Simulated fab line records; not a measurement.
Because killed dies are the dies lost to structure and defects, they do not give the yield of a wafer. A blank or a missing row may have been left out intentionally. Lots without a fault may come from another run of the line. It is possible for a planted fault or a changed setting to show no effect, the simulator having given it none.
A lot that was struck, set against a sound lot ; flow n5Finfet ; 19 out of 1938 route steps
Sound: the wafers L614.2, L614.3, L614.6. Wafers L606.3, L606.5 were the ones struck. The cause is named last.
For every step that has rows: the tool of each side, followed by ch and its chambers, followed by its first start. Under that, the readings that differ: sound wafers ; struck wafers ; difference of the means ; sigmas: that difference in standard deviations of wafers without a fault.
alike: words and numbers the same on both sides, and readings whose means are apart by under 2 such deviations; not compared: readings that were withheld, readings missing a value for some wafer, numbers with overlapping values and no deviation given by the record, and bounds like >300 which may hide the same value.
The two part at a step that has a row with sigmas, a row that says differs or no value, or rows on one side only. When numbers do not overlap yet have no deviation, they are printed without sigmas and do not part them. Lack of a reading on every wafer of one side parts them only where that side has two or more wafers.

first, 9 steps without rows for these wafers: N5_SD_EPI_N_COAT_33 (time 60 s, resist thk 35 nm); N5_SD_EPI_N_COAT_03 (resist thk 150 nm); N5_SD_EPI_N_EBR_05; N5_SD_EPI_N_SOFTBAKE_04 (time 60 s); N5_SD_EPI_N_EXPOSE_06 (exposes mask SD N BLK, target cd 120 nm); N5_SD_EPI_N_PEB_07 (peb time 60 s); N5_SD_EPI_N_DEVELOP_08 (develop time 30 s); N5_SD_EPI_N_DESCUM_14 (chemistry O2, time 7.9 s); N5_SD_EPI_N_ETCH_34 (etches SiARC in CF4, target depth 45.5 nm, time 75.8 s).
N5_SD_EPI_N_ETCH_35: etches SOC in N2/H2, overetch 108 nm, time 486 s.
  sound on rieDiel-05 ch 0,2, day 7 17:47; struck on rieDiel-02 ch 0,1, day 5 21:32
reading;sound;struck;difference;sigmas
model.SD_EPI_N.cdNm (nm);119.8 118.4 119.8;124 124.6;+5;
model.SiARC_of_SD_EPI_N_COAT_33.thkNm (nm);20 20.2 20;15.2 15;-5.0;
  alike: drypumpMotorCurrentA, h2FlowSccm, oesProductAu, rfVppV, showerheadPlenumPTorr, tempC, throttleValvePct
  not compared: rfHoursCounterH
then, 3 steps without rows for these wafers: N5_SD_EPI_N_STRIP_36 (strips in N2/H2); N5_SD_EPI_N_ETCHBACK_44 (etches SiNx in CH3F/O2, stops on SiO2, target depth 14.5 nm); N5_SD_EPI_N_ETCH_45 (etches SiOCN in CH3F/O2, target depth 6 nm).
N5_SD_EPI_N_ETCH_16: etches SiO2 in CHF3/O2, target depth 5 nm.
  sound on rieDiel-05 ch 0,2, day 7 18:19; struck on rieDiel-02 ch 0,1, day 5 22:04
reading;sound;struck;difference;sigmas
CHF3_flow_sccm (sccm);50.01 49.99 49.95;49.62 49.70;-0.32;-2
model.SiARC_of_SD_EPI_N_COAT_33.thkNm (nm);12.6 13 12.6;7.8 7.6;-5.0;
  alike: drypumpMotorCurrentA, oes_f_703_au, oesProductAu, rfVppV, showerheadPlenumPTorr, throttleValvePct
  not compared: rfHoursCounterH
then, 1 step without rows for these wafers: N5_SD_EPI_N_STRIP_47 (strips in CHF3/O2).
N5_SD_EPI_N_SD_RECESS_17: chemistry HBr/Cl2/O2, target depth 41 nm, time 23.7 s, bt time 3 s.
  sound on rieSi-03 ch 1,3, day 7 18:23; struck on rieSi-01 ch 0,3, day 5 22:08
reading;sound;struck;difference;sigmas
drypumpMotorCurrentA (A);6.2 6.7 6.2;4.9 5.8;-1.0;-2
model.SD_EPI_N.cdNm (nm);119.8 118.4 119.8;123.8 124.4;+4.8;
  alike: oesProductAu, throttleValvePct
  not compared: rfHoursCounterH
then, 1 step without rows for these wafers: N5_SD_EPI_N_STRIP_38 (strips in N2/H2).
-- a jump in the record: the struck wafers' starts before and after are 9 days apart (it breaks off in module SD_EPI_N and resumes in module BEOL_M4, where the first step shown is number 1111 of the route) --
N5_BEOL_M4_RC_MEAS_101:
  sound on prober-02 ch 0, day 17 07:29; struck on prober-01 ch 0, day 14 12:25
  alike: DIBL_N, DIBL_P, IOFF_N, IOFF_P, ION_N, ION_P, SS_N, SS_P, VT_N, VT_P
-- here the record skips 5 days between the struck wafers' starts before and after, leaving off in module BEOL_M4 and picking up in module PASSIVATION (first step shown: number 1936 of the route) --
N5_PASSIVATION_PROBE_49:
  sound on prober-01 at day 22 18:19; struck on prober-01 at day 19 03:08
  alike: defectLimitedYield, killed_at_M0_to_M3, killed_at_M4_up, killedAtContacts, killedAtFrontEnd, killedAtOther, killedDies, killedOnRim, killedOpen, killedShort, sort_bin_5_function, sort_bin_6_memory, sort_bin_8_speed, sortNPass, sortYieldPct

## WHERE THEY PART
Earliest at N5_SD_EPI_N_ETCH_16; latest, in this record, at N5_SD_EPI_N_SD_RECESS_17. Later steps at which nothing parts them and some readings are alike: N5_BEOL_M4_RC_MEAS_101, N5_PASSIVATION_PROBE_49.

WHY: whatever the simulator had introduced
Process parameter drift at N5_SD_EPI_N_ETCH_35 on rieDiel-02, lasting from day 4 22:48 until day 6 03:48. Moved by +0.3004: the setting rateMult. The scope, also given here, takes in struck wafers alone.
